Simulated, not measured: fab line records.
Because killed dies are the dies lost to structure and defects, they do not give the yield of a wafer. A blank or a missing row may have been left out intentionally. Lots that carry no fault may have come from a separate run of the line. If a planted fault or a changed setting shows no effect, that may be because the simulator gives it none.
Chamber matching || flow nand_harc || NHARC_A_CONTACT_ETCH_91 on rie_diel-10 has 4 sister chambers
The step etches the open film in CH3F/O2, target depth 40 nm, time 85.7 s. 8 wafers are shown with their chamber, then 12 later ones without.

EACH WAFER AND ITS CHAMBER
{"wafer": "L085.3", "chamber": 1, "drypump_motor_current_A (A)": 6.2, "showerhead_plenum_p_Torr (Torr)": 2.66}
{"wafer": "L088.4", "chamber": 2, "drypump_motor_current_A (A)": 5.8, "showerhead_plenum_p_Torr (Torr)": 2.48}
{"wafer": "L090.3", "chamber": 3, "drypump_motor_current_A (A)": 6.4, "showerhead_plenum_p_Torr (Torr)": 2.46}
{"wafer": "L090.4", "chamber": 0, "drypump_motor_current_A (A)": 5.7, "showerhead_plenum_p_Torr (Torr)": 2.57}
{"wafer": "L090.5", "chamber": 0, "drypump_motor_current_A (A)": 5.7, "showerhead_plenum_p_Torr (Torr)": 2.57}
{"wafer": "L093.1", "chamber": 2, "drypump_motor_current_A (A)": 5.8, "showerhead_plenum_p_Torr (Torr)": 2.48}
{"wafer": "L093.2", "chamber": 1, "drypump_motor_current_A (A)": 6.1, "showerhead_plenum_p_Torr (Torr)": 2.65}
{"wafer": "L093.6", "chamber": 3, "drypump_motor_current_A (A)": 6.4, "showerhead_plenum_p_Torr (Torr)": 2.46}

WAFERS WHOSE CHAMBER IS MISSING
{"wafer": "L095.2", "drypump_motor_current_A (A)": 5.7, "showerhead_plenum_p_Torr (Torr)": 2.56}
{"wafer": "L095.3", "drypump_motor_current_A (A)": 6.4, "showerhead_plenum_p_Torr (Torr)": 2.46}
{"wafer": "L095.4", "drypump_motor_current_A (A)": 6.2, "showerhead_plenum_p_Torr (Torr)": 2.65}
{"wafer": "L094.2", "drypump_motor_current_A (A)": 6.4, "showerhead_plenum_p_Torr (Torr)": 2.46}
{"wafer": "L094.3", "drypump_motor_current_A (A)": 5.7, "showerhead_plenum_p_Torr (Torr)": 2.56}
{"wafer": "L094.6", "drypump_motor_current_A (A)": 6.4, "showerhead_plenum_p_Torr (Torr)": 2.46}
{"wafer": "L096.1", "drypump_motor_current_A (A)": 5.7, "showerhead_plenum_p_Torr (Torr)": 2.56}
{"wafer": "L096.2", "drypump_motor_current_A (A)": 6.2, "showerhead_plenum_p_Torr (Torr)": 2.65}
{"wafer": "L096.3", "drypump_motor_current_A (A)": 6.4, "showerhead_plenum_p_Torr (Torr)": 2.46}
{"wafer": "L097.1", "drypump_motor_current_A (A)": 6.2, "showerhead_plenum_p_Torr (Torr)": 2.65}
{"wafer": "L097.5", "drypump_motor_current_A (A)": 5.8, "showerhead_plenum_p_Torr (Torr)": 2.48}
{"wafer": "L097.6", "drypump_motor_current_A (A)": 6.4, "showerhead_plenum_p_Torr (Torr)": 2.46}

EACH ONE'S CHAMBER
{"wafer": "L095.2", "from the rows above": 0, "in truth": 0}
{"wafer": "L095.3", "from the rows above": 3, "in truth": 3}
{"wafer": "L095.4", "from the rows above": 1, "in truth": 1}
{"wafer": "L094.2", "from the rows above": 3, "in truth": 3}
{"wafer": "L094.3", "from the rows above": 0, "in truth": 0}
{"wafer": "L094.6", "from the rows above": 3, "in truth": 3}
{"wafer": "L096.1", "from the rows above": 0, "in truth": 0}
{"wafer": "L096.2", "from the rows above": 1, "in truth": 1}
{"wafer": "L096.3", "from the rows above": 3, "in truth": 3}
{"wafer": "L097.1", "from the rows above": 1, "in truth": 1}
{"wafer": "L097.5", "from the rows above": 2, "in truth": 2}
{"wafer": "L097.6", "from the rows above": 3, "in truth": 3}
Correctly placed: 12 of 12. Left unplaced by these rows: 0. 0 placed wrongly.
How it was worked out, from the rows above alone: a wafer's distance from a chamber is the root of the sum, over the readings, of the square of ((its reading less the chamber's mean) divided by the reading's scatter). If the next closest chamber is less than 2 further off than the closest, the wafer can't be placed; otherwise it belongs to the closest. A chamber's mean is the mean of its shown wafers. The scatter: take each reading less its chamber's mean, square it, sum over the shown wafers, divide by the number of wafers less the number of chambers, and take the root.
